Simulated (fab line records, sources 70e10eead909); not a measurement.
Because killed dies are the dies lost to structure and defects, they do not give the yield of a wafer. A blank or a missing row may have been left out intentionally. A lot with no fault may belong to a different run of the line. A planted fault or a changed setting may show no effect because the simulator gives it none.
Struck lot and sound lot, side by side || flow nand harc || 17 steps out of a route of 1159
Sound: wafers L676.1, L676.5, L676.6. Wafers L691.2, L691.3, L691.4 were the ones struck. The cause is given at the end.
Each step with rows lists, per side, the tool, then ch with its chambers, then its first start. Under that, the readings that differ: sound wafers || struck wafers || difference of the means || sigmas: that difference in standard deviations of wafers without a fault.
alike: readings whose means differ by less than 2 such deviations, and words and numbers that are the same on both sides. not compared: withheld readings, readings that some wafer has no value for, bounds like >300 that may hide the same value, and numbers for which the record gives no deviation and whose values overlap.
The two part at a step that has a row with sigmas, a row that says differs or no value, or rows on one side only. When numbers do not overlap yet have no deviation, they are printed without sigmas and do not part them. Lack of a reading on every wafer of one side parts them only where that side has two or more wafers.

NHARC_P_ZERO_WELL_CD_MEAS_24 targets a cd of 720 nm.
  sound on cd sem-02 ch 0, day 1 14:43; struck on cd sem-02 ch 0, day 5 08:35
  alike: cd nm
then, 1 step without rows for these wafers: NHARC_P_ZERO_WELL_HARDBAKE_25 (time 80 s).
NHARC_P_ZERO_WELL_DESCUM_26: chemistry O2, time 3 s.
  sound on rie diel-12 ch 0,2,3, day 1 14:55; struck on rie diel-06 ch 0,1,2, day 5 08:44
  alike: drypump motor current A, oes product au, rf vpp V, showerhead plenum p Torr, throttle valve pct
  not compared: rf hours counter h
then, 9 steps without rows for these wafers: NHARC_P_ZERO_WELL_IMPLANT_27; NHARC_P_ZERO_WELL_IMPLANT_57; NHARC_P_ZERO_WELL_IMPLANT_58; NHARC_P_ZERO_WELL_STRIP_28 (strips in SPM, time 840 s); NHARC_P_ZERO_WELL_DEHYDRATE_29 (time 120 s); NHARC_P_ZERO_WELL_HMDS_30 (time 30 s); NHARC_P_ZERO_WELL_COAT_31; NHARC_P_ZERO_WELL_SOFTBAKE_32 (time 95 s); NHARC_P_ZERO_WELL_EBR_33.
NHARC_P_ZERO_WELL_EXPOSE_34: exposes mask P PWELL, target cd 720 nm.
  sound on krf scanner-01 ch 0, day 1 16:04; struck on krf scanner-01 ch 0, day 5 10:04
{"reading": "mask", "sound": "P_PWELL#0 P_PWELL#0 P_PWELL#0", "struck": "P_PWELL_R1#0 P_PWELL_R1#0 P_PWELL_R1#0", "difference": "differs", "sigmas": ""}
then, 2 steps without rows for these wafers: NHARC_P_ZERO_WELL_PEB_35 (peb time 85 s); NHARC_P_ZERO_WELL_DEVELOP_36 (time 70 s).
NHARC_P_ZERO_WELL_CD_MEAS_37 targets a cd of 720 nm.
  sound on cd sem-03 ch 0, day 1 16:13; struck on cd sem-01 ch 0
{"reading": "cd nm (nm)", "sound": "718.3 717.4 713.7", "struck": "729.7 729.0 728.6", "difference": "+12.6", "sigmas": "+7"}
  not compared: hold
following that, these wafers have no rows for 1 step: NHARC_END_SORT_01.

WHERE THEY PART
Last at NHARC_P_ZERO_WELL_CD_MEAS_37 as far as this record goes, first at NHARC_P_ZERO_WELL_EXPOSE_34.

WHY: what had been put in by the simulator
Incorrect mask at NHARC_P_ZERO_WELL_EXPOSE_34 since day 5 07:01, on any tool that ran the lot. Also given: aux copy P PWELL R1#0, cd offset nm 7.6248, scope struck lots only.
